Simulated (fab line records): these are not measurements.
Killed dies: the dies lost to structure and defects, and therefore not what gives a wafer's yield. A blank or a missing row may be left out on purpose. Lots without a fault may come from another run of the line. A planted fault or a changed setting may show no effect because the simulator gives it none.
fab line records	flow nand-harc
record lots=10	wafers=30	last-day=33
route steps=1302 shown A_CHANNEL_HOLE_D2@584 END@1302
lots with no fault: from the same line, run without faults
start-h: the number of hours between the record's first day and the start of the first shown wafer of the lot	wait-h: hours since the lot's step before	" identical to the entry in the row above	L1.1+2: several wafers, shown together as one row	- no value, or no start given	* or withheld: withheld	< > ~ a bound
route shown NAME@n: a module of which the file shows steps, and the number in the route of the first	usual: the fault-free wafers' mean and standard deviation	same: alike in all rows	chamber/n: place in a boat	sites: per-site readings	_std_site: the values' standard deviation	_edge_site: inner sites' mean taken away from outer sites' mean	radius-mm: for every site, how far away it sits from the centre of the wafer	mask NAME#n: copy n	behind: the most recent tool/chamber to have shaped the wafer	hold: why the lot went on hold/how many hours it stayed there/how the hold came to an end	device: whichever transistor did not switch (one of n, p or np)	end of line: tests of these same wafers at the route's end	a step without rows: its recipe alone	killed: dies lost to structure and defects at the first sort, not the wafer's yield	map: a wafer's dies, marking killed ones x, the rest . and places with no die _
set.NAME: the setting as run; set.NAME@STEP: as run at that earlier step	model.NAME: the simulator's own value behind a step, which no gauge read
steps of the route over a sample of lots; a table a step, a row a wafer
services: from which hour (start-h, from the record's first day; less than 0 if before it) a tool's chamber was out of use, for how many hours, and why
## steps
# step NHARC_A_CHANNEL_HOLE_D2_INSPECT_12
# usual raw-defect-count=29/23
lot.wafer	tool	chamber	start-h	wait-h	raw-defect-count
L465.1	defect-inspect-02	-	313.92	0.0	7
L465.3	"	-	"	"	5
L465.4	"	-	"	"	6
L470.1	defect-inspect-02	-	359.54	0.0	50
L470.2	"	-	"	"	60
L470.5	"	-	"	"	66
L473.1	defect-inspect-01	-	391.01	0.0	13
L473.2	"	-	"	"	9
L473.3	"	-	"	"	11
L474.3	defect-inspect-01	-	397.56	0.0	15
L474.5	"	-	"	"	23
L474.6	"	-	"	"	13
L478.1	defect-inspect-01	-	431.15	0.0	66
L478.2	"	-	"	"	59
L478.4	"	-	"	"	58
L477.2	defect-inspect-01	-	431.88	0.0	11
L477.5	"	-	"	"	10
L477.6	"	-	"	"	17
L479.1	defect-inspect-02	-	450.30	0.0	14
L479.2	"	-	"	"	18
L479.4	"	-	"	"	13
L481.1	defect-inspect-01	-	471.94	0.0	24
L481.3	"	-	"	"	14
L481.6	"	-	"	"	18
L483.1	defect-inspect-02	-	500.27	0.0	6
L483.2	"	-	"	"	7
L483.4	"	-	"	"	5
L486.3	defect-inspect-01	-	520.39	0.0	5
L486.4	"	-	"	"	2
L486.5	"	-	"	"	3
# step NHARC_A_CHANNEL_HOLE_D2_ETCH_23
# recipe bias-v=5000	source-w=withheld	pressure-mtorr=20	time-s=819	ar-flow-sccm=375	c4f8-flow-sccm=89.3	o2-flow-sccm=35.7	temp-c=-20	target-depth-a=16000	chemistry=C4F8/O2/Ar
# usual c4f8-flow-sccm=89.38/0.27	chamber-pressure-mTorr=20.000/0.016	drypump-motor-current-A=6.2/0.36	showerhead-plenum-p-Torr=3.69/0.11	throttle-valve-pct=32.156/0.0089
lot.wafer	tool	chamber	start-h	wait-h	c4f8-flow-sccm	chamber-pressure-mTorr	drypump-motor-current-A	rf-hours-counter-h	showerhead-plenum-p-Torr	throttle-valve-pct
L465.1	har-etch-01	1	316.60	0.5	89.18	20.019	6.0	162	3.69	32.151
L465.4	"	1	"	"	89.27	20.017	6.0	-	3.69	32.138
L465.3	"	0	"	"	89.59	20.028	6.2	-	3.69	32.157
L470.1	har-etch-01	0	362.23	0.5	89.53	19.982	6.2	193	3.68	32.141
L470.2	"	1	"	"	89.46	19.990	6.0	193	3.68	32.151
L470.5	"	0	"	"	89.50	19.999	6.2	-	3.68	32.157
L473.1	har-etch-02	0	399.63	0.5	-	-	-	-	-	-
L473.2	"	1	"	"	-	-	-	-	-	-
L473.3	"	0	"	"	-	-	-	-	-	-
L474.3	har-etch-01	0	400.99	0.5	-	-	-	-	-	-
L474.6	"	0	"	"	-	-	-	-	-	-
L474.5	"	1	"	"	-	-	-	-	-	-
L478.1	har-etch-01	1	433.82	0.5	89.87	20.018	6.0	242	3.65	32.151
L478.2	"	0	"	"	89.74	20.000	6.2	242	3.65	32.162
L478.4	"	0	"	"	89.19	20.000	6.2	-	3.65	32.169
L477.2	har-etch-02	1	437.06	0.5	89.45	20.002	6.8	29	3.69	32.158
L477.5	"	1	"	"	89.04	19.991	6.8	-	3.69	32.150
L477.6	"	0	"	"	89.34	19.968	5.8	-	3.92	32.150
L479.1	har-etch-01	0	452.98	0.5	89.31	19.983	6.2	249	3.65	32.141
L479.2	"	1	"	"	89.96	19.981	6.0	249	3.65	32.160
L479.4	"	1	"	"	89.13	19.996	6.0	-	3.65	32.157
L481.1	har-etch-02	1	479.45	0.5	89.28	20.031	6.8	51	3.68	32.148
L481.3	"	0	"	"	89.50	19.998	5.8	-	3.90	32.164
L481.6	"	0	"	"	90.08	20.018	5.8	-	3.90	32.141
L483.1	har-etch-01	0	502.96	0.5	89.71	20.016	6.2	280	3.63	32.152
L483.2	"	1	"	"	89.42	19.971	6.0	280	3.63	32.147
L483.4	"	1	"	"	89.57	20.012	6.0	-	3.63	32.156
L486.3	har-etch-02	1	523.30	0.5	89.44	19.992	6.8	-	3.67	32.144
L486.4	"	0	"	"	89.23	19.980	5.8	-	3.89	32.172
L486.5	"	1	"	"	89.63	20.011	6.8	-	3.67	32.147
# step NHARC_A_CHANNEL_HOLE_D2_ETCH_24
# recipe bias-v=5000	source-w=withheld	pressure-mtorr=20	time-s=906.2	ar-flow-sccm=375	c4f8-flow-sccm=93.8	o2-flow-sccm=31.2	temp-c=-20	target-depth-a=15000	chemistry=C4F8/O2/Ar
# usual c4f8-flow-sccm=93.83/0.25	chamber-pressure-mTorr=19.998/0.017	drypump-motor-current-A=6.2/0.36	showerhead-plenum-p-Torr=3.69/0.11	throttle-valve-pct=32.235/0.0087
lot.wafer	tool	chamber	start-h	wait-h	c4f8-flow-sccm	chamber-pressure-mTorr	drypump-motor-current-A	rf-hours-counter-h	showerhead-plenum-p-Torr	throttle-valve-pct
L465.1	har-etch-01	1	317.29	0.6	94.17	19.995	6.0	163	3.69	32.236
L465.4	"	1	"	"	93.97	19.964	6.0	-	3.69	32.232
L465.3	"	0	"	"	93.41	19.989	6.2	-	3.69	32.249
L470.1	har-etch-01	0	362.94	0.6	93.56	20.004	6.2	193	3.67	32.236
L470.2	"	1	"	"	93.92	20.007	6.0	193	3.67	32.229
L470.5	"	0	"	"	93.46	20.001	6.2	-	3.67	32.239
L473.1	har-etch-02	0	400.32	0.6	93.82	19.996	5.8	6	3.92	32.244
L473.2	"	1	"	"	93.65	19.980	6.8	6	3.70	32.235
L473.3	"	0	"	"	93.96	19.988	5.8	-	3.92	32.244
L474.3	har-etch-01	0	401.71	0.6	93.99	19.983	6.2	-	3.66	32.244
L474.6	"	0	"	"	94.05	20.016	6.2	-	3.66	32.229
L474.5	"	1	"	"	94.23	20.008	6.0	-	3.66	32.221
L478.1	har-etch-01	1	434.52	0.6	93.70	19.996	6.0	242	3.65	32.235
L478.2	"	0	"	"	93.37	19.991	6.2	242	3.65	32.229
L478.4	"	0	"	"	93.28	20.022	6.2	-	3.65	32.235
L477.2	har-etch-02	1	437.76	0.6	93.88	20.009	6.8	29	3.69	32.240
L477.5	"	1	"	"	93.58	19.963	6.8	-	3.69	32.223
L477.6	"	0	"	"	93.96	19.980	5.8	-	3.91	32.226
L479.1	har-etch-01	0	453.68	0.6	94.02	19.989	6.2	250	3.64	32.223
L479.2	"	1	"	"	93.46	20.032	6.0	250	3.64	32.232
L479.4	"	1	"	"	93.28	19.977	6.0	-	3.64	32.232
L481.1	har-etch-02	1	480.16	0.6	93.91	19.987	6.8	52	3.68	32.233
L481.3	"	0	"	"	94.42	20.013	5.8	-	3.90	32.247
L481.6	"	0	"	"	94.10	19.979	5.8	-	3.90	32.228
L483.1	har-etch-01	0	503.66	0.6	93.63	20.009	6.2	280	3.63	32.238
L483.2	"	1	"	"	93.48	19.965	6.0	280	3.63	32.247
L483.4	"	1	"	"	93.47	19.978	6.0	-	3.63	32.243
L486.3	har-etch-02	1	524.02	0.6	93.84	19.994	6.8	-	3.66	32.229
L486.4	"	0	"	"	93.67	20.029	5.8	-	3.88	32.236
L486.5	"	1	"	"	93.92	19.982	6.8	-	3.66	32.239
# step NHARC_A_CHANNEL_HOLE_D2_ETCH_27
# recipe bias-v=400	source-w=2000	pressure-mtorr=25	time-s=90	ar-flow-sccm=375	c4f8-flow-sccm=41.7	o2-flow-sccm=83.3	temp-c=-20	target-depth-a=4000	chemistry=C4F8/O2/Ar
# usual bias-v=400/3.9	c4f8-flow-sccm=41.71/0.11	chamber-pressure-mTorr=25.000/0.021	drypump-motor-current-A=6.2/0.36	rf-fwd-power-W=1985/6.9	showerhead-plenum-p-Torr=3.73/0.11	throttle-valve-pct=27.620/0.0084
lot.wafer	tool	chamber	start-h	wait-h	bias-v	c4f8-flow-sccm	chamber-pressure-mTorr	drypump-motor-current-A	rf-fwd-power-W	rf-hours-counter-h	showerhead-plenum-p-Torr	throttle-valve-pct
L465.1	har-etch-01	1	319.15	0.2	404	41.84	24.998	6.0	1979	164	3.73	27.615
L465.4	"	1	"	"	400	41.84	25.026	6.0	1978	-	3.73	27.630
L465.3	"	0	"	"	397	41.70	25.041	6.2	1977	-	3.73	27.608
L470.1	har-etch-01	0	364.79	0.2	399	41.61	24.996	6.2	1973	195	3.72	27.619
L470.2	"	1	"	"	396	41.68	25.016	6.0	1974	195	3.72	27.617
L470.5	"	0	"	"	399	41.79	25.020	6.2	1966	-	3.72	27.617
L473.1	har-etch-02	0	402.15	0.2	406	41.76	25.032	5.8	1981	8	3.98	27.631
L473.2	"	1	"	"	402	41.84	25.010	6.8	1995	8	3.74	27.635
L473.3	"	0	"	"	408	41.84	25.007	5.8	1991	-	3.98	27.608
L474.3	har-etch-01	0	403.35	0.2	395	41.82	24.963	6.2	1983	-	3.70	27.637
L474.6	"	0	"	"	398	41.62	25.014	6.2	1975	-	3.70	27.622
L474.5	"	1	"	"	405	41.74	24.977	6.0	1989	-	3.70	27.638
L478.1	har-etch-01	1	436.37	0.2	401	41.72	25.025	6.0	1982	244	3.69	27.639
L478.2	"	0	"	"	401	41.71	25.005	6.2	1981	244	3.69	27.622
L478.4	"	0	"	"	396	41.67	25.004	6.2	1987	-	3.69	27.612
L477.2	har-etch-02	1	439.60	0.2	399	41.72	25.021	6.8	1995	31	3.73	27.615
L477.5	"	1	"	"	395	41.66	24.983	6.8	1989	-	3.73	27.631
L477.6	"	0	"	"	402	41.73	24.998	5.8	1985	-	3.96	27.622
L479.1	har-etch-01	0	455.52	0.2	394	41.75	24.997	6.2	1984	252	3.68	27.616
L479.2	"	1	"	"	399	41.63	25.010	6.0	1989	252	3.68	27.612
L479.4	"	1	"	"	396	41.52	25.002	6.1	1991	-	3.68	27.615
L481.1	har-etch-02	1	481.90	0.2	410	41.66	24.992	6.8	1987	54	3.72	27.624
L481.3	"	0	"	"	400	41.72	25.008	5.8	1975	-	3.95	27.623
L481.6	"	0	"	"	399	41.71	24.962	5.8	1985	-	3.95	27.620
L483.1	har-etch-01	0	505.49	0.2	392	41.58	24.987	6.3	1985	282	3.67	27.608
L483.2	"	1	"	"	394	41.58	24.969	6.0	1991	282	3.67	27.604
L483.4	"	1	"	"	395	41.51	24.993	6.0	1990	-	3.67	27.624
L486.3	har-etch-02	1	525.67	0.2	399	41.63	25.026	6.8	2000	-	3.70	27.612
L486.4	"	0	"	"	397	41.69	25.001	5.8	1976	-	3.93	27.621
L486.5	"	1	"	"	407	41.73	25.028	6.8	1989	-	3.70	27.605
# step NHARC_A_CHANNEL_HOLE_D2_CD_MEAS_31
# usual cd-nm=90.1/1.4
lot.wafer	tool	chamber	start-h	wait-h	cd-nm
L465.1	cd-sem-03	-	320.69	-	89.3
L465.3	"	-	"	"	89.0
L465.4	"	-	"	"	90.4
L470.1	cd-sem-03	-	366.33	-	91.2
L470.2	"	-	"	"	89.7
L470.5	"	-	"	"	89.3
L473.1	cd-sem-03	-	403.69	-	0.1
L473.2	"	-	"	"	2.9
L473.3	"	-	"	"	-0.1
L474.3	cd-sem-03	-	404.99	-	0.2
L474.5	"	-	"	"	0.9
L474.6	"	-	"	"	-0.4
L478.1	cd-sem-01	-	437.91	-	90.4
L478.2	"	-	"	"	90.8
L478.4	"	-	"	"	91.1
L477.2	cd-sem-02	-	441.15	-	90.4
L477.5	"	-	"	"	89.9
L477.6	"	-	"	"	88.9
L479.1	cd-sem-02	-	457.10	0.1	88.0
L479.2	"	-	"	"	89.4
L479.4	"	-	"	"	89.9
L481.1	cd-sem-03	-	483.56	-	89.3
L481.3	"	-	"	"	89.5
L481.6	"	-	"	"	87.2
L483.1	cd-sem-03	-	507.04	-	88.3
L483.2	"	-	"	"	88.0
L483.4	"	-	"	"	89.1
L486.3	cd-sem-02	-	527.16	-	90.4
L486.4	"	-	"	"	90.5
L486.5	"	-	"	"	89.7
# step NHARC_A_CHANNEL_HOLE_D2_XSEM_32
# recipe landing-energy-ev=35000
# usual bot-cd-nm=74.7/1.5	bow-nm=8.58/0.27	tilt-deg=0.08/0.033
lot.wafer	tool	chamber	start-h	wait-h	bot-cd-nm	bow-nm	tilt-deg
L465.1	xsem-01	0	320.77	0.1	73.6	8.30	0.14
L465.3	"	0	"	"	73.2	8.35	0.14
L465.4	"	0	"	"	74.5	8.42	0.15
L470.1	xsem-02	0	366.42	0.1	76.3	9.16	0.07
L470.2	"	0	"	"	74.0	9.22	0.07
L470.5	"	0	"	"	75.0	9.21	0.07
L473.1	xsem-01	0	403.78	0.1	0.0	0.38	0.06
L473.2	"	0	"	"	1.8	0.38	0.06
L473.3	"	0	"	"	0.0	0.38	0.06
L474.3	xsem-02	0	405.09	0.1	0.2	0.53	0.08
L474.5	"	0	"	"	1.2	0.53	0.08
L474.6	"	0	"	"	0.0	0.53	0.08
L478.1	xsem-01	0	437.99	0.1	74.6	8.61	0.11
L478.2	"	0	"	"	75.3	8.58	0.11
L478.4	"	0	"	"	75.3	8.58	0.11
L477.2	xsem-02	0	441.24	0.1	75.8	8.39	0.13
L477.5	"	0	"	"	74.2	8.36	0.13
L477.6	"	0	"	"	73.0	8.31	0.13
L479.1	xsem-02	0	457.19	0.1	72.3	8.69	0.10
L479.2	"	0	"	"	74.7	8.66	0.10
L479.4	"	0	"	"	74.9	8.70	0.10
L481.1	xsem-02	0	483.65	0.1	73.5	8.08	0.04
L481.3	"	0	"	"	74.5	8.14	0.04
L481.6	"	0	"	"	71.2	8.08	0.04
L483.1	xsem-01	0	507.12	0.1	73.2	8.67	0.07
L483.2	"	0	"	"	72.9	8.72	0.07
L483.4	"	0	"	"	74.5	8.70	0.07
L486.3	xsem-01	0	527.24	0.1	74.8	8.65	0.09
L486.4	"	0	"	"	75.7	8.60	0.09
L486.5	"	0	"	"	74.0	8.59	0.09
# step NHARC_END_SORT_01
# recipe temp-c=25
# usual killed-at-array=58/20	killed-at-other=1.0/1.2	killed-at-periphery=4.1/3	killed-dies=63/20	killed-open=3.2/1.7	killed-short=2.5/1.5
# same gross-dies=677
lot.wafer	tool	chamber	start-h	wait-h	killed-at-array	killed-at-other	killed-at-periphery	killed-dies	killed-open	killed-short
L473.1	prober-01	0	658.84	2.5	669	2	6	677	3	4
L473.2	prober-01	0	659.64	2.8	664	3	10	677	5	1
L473.3	prober-01	0	660.44	3.1	669	1	7	677	6	3
L474.3	prober-01	0	669.10	3.1	670	0	7	677	1	2
L474.5	prober-01	0	670.69	3.7	668	0	9	677	3	2
L474.6	prober-01	0	671.48	4.0	671	2	4	677	0	2
L478.1	prober-02	0	700.69	2.5	64	0	5	69	3	3
L478.2	prober-02	0	701.51	2.8	73	0	6	79	4	2
L478.4	prober-02	0	703.15	3.5	64	0	6	70	3	2
L479.1	prober-02	0	718.63	2.5	55	1	1	57	4	2
L479.2	prober-02	0	719.43	2.8	46	4	1	51	2	1
L479.4	prober-02	0	721.02	3.4	39	0	6	45	2	2
L483.1	prober-02	0	768.43	2.5	75	4	8	87	1	3
L483.2	prober-02	0	769.23	2.8	82	1	6	89	4	2
L483.4	prober-02	0	770.84	3.4	78	3	6	87	2	0
# killed by level:class
L473.1 A_CHANNEL_HOLE_D2:area-etch=605 A_SLIT:chamber-film-flake=38 A_CHANNEL_HOLE_D1:chamber-film-flake=6 A_CONTACT:chamber-film-flake=6 P_ZERO_WELL:chamber-film-flake=3 A_CHANNEL_HOLE_D2:chamber-film-flake=3 A_STAIRCASE:chamber-film-flake=3 THIN_TSV:chamber-film-flake=2
L473.2 A_CHANNEL_HOLE_D2:area-etch=605 A_SLIT:chamber-film-flake=33 A_CHANNEL_HOLE_D1:chamber-film-flake=7 A_CONTACT:chamber-film-flake=6 P_ZERO_WELL:chamber-film-flake=5 A_CHANNEL_HOLE_D2:chamber-film-flake=5 THIN_TSV:chamber-film-flake=3 P_CONTACT:geometric-particle:open=2
L473.3 A_CHANNEL_HOLE_D2:area-etch=602 A_SLIT:chamber-film-flake=35 A_CHANNEL_HOLE_D2:chamber-film-flake=6 A_CHANNEL_HOLE_D1:chamber-film-flake=6 A_STAIRCASE:chamber-film-flake=6 P_ZERO_WELL:chamber-film-flake=4 A_CONTACT:chamber-film-flake=4 A_CHANNEL_HOLE_D2:geometric-particle:short=2
L474.3 A_CHANNEL_HOLE_D2:area-etch=603 A_SLIT:chamber-film-flake=30 A_CHANNEL_HOLE_D2:chamber-film-flake=17 A_CONTACT:chamber-film-flake=8 A_CHANNEL_HOLE_D1:chamber-film-flake=6 P_GATE:geometric-particle:short=2 P_STI:chamber-film-flake=2 P_M2:chamber-film-flake=2
L474.5 A_CHANNEL_HOLE_D2:area-etch=594 A_SLIT:chamber-film-flake=40 A_CHANNEL_HOLE_D2:chamber-film-flake=16 A_CHANNEL_HOLE_D1:chamber-film-flake=9 A_CONTACT:chamber-film-flake=5 P_STI:chamber-film-flake=3 A_M0:geometric-particle:open=2 P_M2:chamber-film-flake=2
L474.6 A_CHANNEL_HOLE_D2:area-etch=605 A_SLIT:chamber-film-flake=36 A_CHANNEL_HOLE_D2:chamber-film-flake=15 A_CONTACT:chamber-film-flake=8 P_STI:chamber-film-flake=3 A_CHANNEL_HOLE_D1:chamber-film-flake=2 A_DECK1_JOINT:chamber-film-flake=2 A_DECK1_JOINT:geometric-particle:short=1
L478.1 A_CHANNEL_HOLE_D1:chamber-film-flake=24 A_CHANNEL_HOLE_D2:chamber-film-flake=21 A_CHANNEL_FILL_D2:chamber-film-flake=4 A_CONTACT:chamber-film-flake=3 A_CHANNEL_FILL_D2:geometric-particle:open=2 A_WL_FILL:geometric-particle:short=2 P_ZERO_WELL:chamber-film-flake=2 P_M2:chamber-film-flake=2
L478.2 A_CHANNEL_HOLE_D1:chamber-film-flake=34 A_CHANNEL_HOLE_D2:chamber-film-flake=21 P_M2:chamber-film-flake=5 A_CONTACT:chamber-film-flake=4 A_CHANNEL_FILL_D2:geometric-particle:open=3 A_SLIT:chamber-film-flake=3 A_WL_FILL:chamber-film-flake=2 A_CHANNEL_HOLE_D1:geometric-particle:short=1
L478.4 A_CHANNEL_HOLE_D1:chamber-film-flake=26 A_CHANNEL_HOLE_D2:chamber-film-flake=19 A_CONTACT:chamber-film-flake=8 P_M2:chamber-film-flake=4 A_STAIRCASE:chamber-film-flake=2 A_SLIT:chamber-film-flake=2 P_M0:geometric-particle:open=1 A_ONON_D2:geometric-particle:open=1
L479.1 A_CHANNEL_HOLE_D2:chamber-film-flake=27 A_CHANNEL_HOLE_D1:chamber-film-flake=11 A_CONTACT:chamber-film-flake=6 A_STAIRCASE:chamber-film-flake=5 A_ONON_D2:geometric-particle:open=2 P_GATE:geometric-particle:open=1 A_ONON_D1:geometric-particle:short=1 A_ONON_D2:geometric-particle:short=1
L479.2 A_CHANNEL_HOLE_D2:chamber-film-flake=22 A_CHANNEL_HOLE_D1:chamber-film-flake=15 THIN_TSV:chamber-film-flake=4 A_CONTACT:chamber-film-flake=3 A_SLIT:chamber-film-flake=2 A_DECK1_JOINT:geometric-particle:short=1 A_SGD_CUT:geometric-particle:open=1 A_M1:geometric-particle:open=1
L479.4 A_CHANNEL_HOLE_D2:chamber-film-flake=16 A_CHANNEL_HOLE_D1:chamber-film-flake=9 P_ZERO_WELL:chamber-film-flake=5 A_CONTACT:chamber-film-flake=3 A_STAIRCASE:chamber-film-flake=2 A_SLIT:chamber-film-flake=2 A_ONON_D1:geometric-particle:short=1 A_CHANNEL_FILL_D1:geometric-particle:open=1
L483.1 A_SLIT:chamber-film-flake=34 A_CHANNEL_HOLE_D2:chamber-film-flake=27 P_GATE:chamber-film-flake=4 P_M1:chamber-film-flake=4 THIN_TSV:chamber-film-flake=4 A_CHANNEL_HOLE_D1:unspecified=2 A_STAIRCASE:chamber-film-flake=2 A_CHANNEL_HOLE_D1:geometric-particle:short=1
L483.2 A_SLIT:chamber-film-flake=36 A_CHANNEL_HOLE_D2:chamber-film-flake=35 P_M1:chamber-film-flake=3 A_CHANNEL_FILL_D1:chamber-film-flake=2 P_GATE:geometric-particle:open=1 A_DECK1_JOINT:geometric-particle:open=1 A_ONON_D2:geometric-particle:short=1 A_CHANNEL_FILL_D2:geometric-particle:open=1
L483.4 A_SLIT:chamber-film-flake=39 A_CHANNEL_HOLE_D2:chamber-film-flake=29 P_M1:chamber-film-flake=5 A_CONTACT:chamber-film-flake=4 THIN_TSV:chamber-film-flake=3 P_GATE:geometric-particle:open=1 A_CHANNEL_FILL_D2:geometric-particle:open=1 A_CHANNEL_HOLE_D1:unspecified=1
## services
tool	chamber	start-h	hours	kind
xsem-01	-	374.00	14.0	pm
har-etch-02	-	377.00	17.0	pm
har-etch-02	0	377.00	17.0	vent-cycle
har-etch-02	1	377.00	17.0	vent-cycle
har-etch-02	0	394.00	-	clean
har-etch-02	0	394.00	-	consumable-replace:esc
har-etch-02	0	394.00	-	consumable-replace:focus-ring
har-etch-02	0	394.00	-	consumable-replace:showerhead
har-etch-02	1	394.00	-	clean
## key
first-sign step=NHARC_A_CHANNEL_HOLE_D2_ETCH_23	reading=tool-record	direction=missing
effect step=NHARC_A_CHANNEL_HOLE_D2_CD_MEAS_31	reading=cd-nm	direction=down	sigmas=65	usual=90.1	struck=0.6
effect step=NHARC_A_CHANNEL_HOLE_D2_XSEM_32	reading=bot-cd-nm	direction=down	sigmas=50	usual=74.7	struck=0.5
effect step=NHARC_END_SORT_01	reading=killed-dies	direction=up	sigmas=31	usual=63	struck=677
more-kills-born-at NHARC_A_CHANNEL_HOLE_D2_ETCH_23@har-etch-02=1812	NHARC_A_CHANNEL_HOLE_D2_ETCH_23@har-etch-01=1802
met-at NHARC_A_CHANNEL_HOLE_D2_ETCH_23
struck-lots L473,L474
later-rows-left-out L473.1,L473.2,L473.3,L474.3,L474.5,L474.6
tester-left-out L473,L474
not-acting-at NHARC_A_CHANNEL_HOLE_D2_INSPECT_12,NHARC_A_CHANNEL_HOLE_D2_ETCH_24,NHARC_A_CHANNEL_HOLE_D2_ETCH_27
onset-between 362.23 399.63
fault kind=skipped-step-whole	tool=har-etch-01,har-etch-02	chamber=-	onset-h=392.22	steps=NHARC_A_CHANNEL_HOLE_D2_ETCH_23	scope=struck-lots-only
# tester-left-out: of these lots the tester's yield and bins aren't shown, on N5 and GAA mostly nor the transistor test; their killed dies are dies lost to structure and defects alone, not to doping, threshold or leakage, so they don't give the yield
# later-rows-left-out: the simulator's readings of these wafers behind a module that went badly wrong aren't trusted and aren't shown, but for the sort
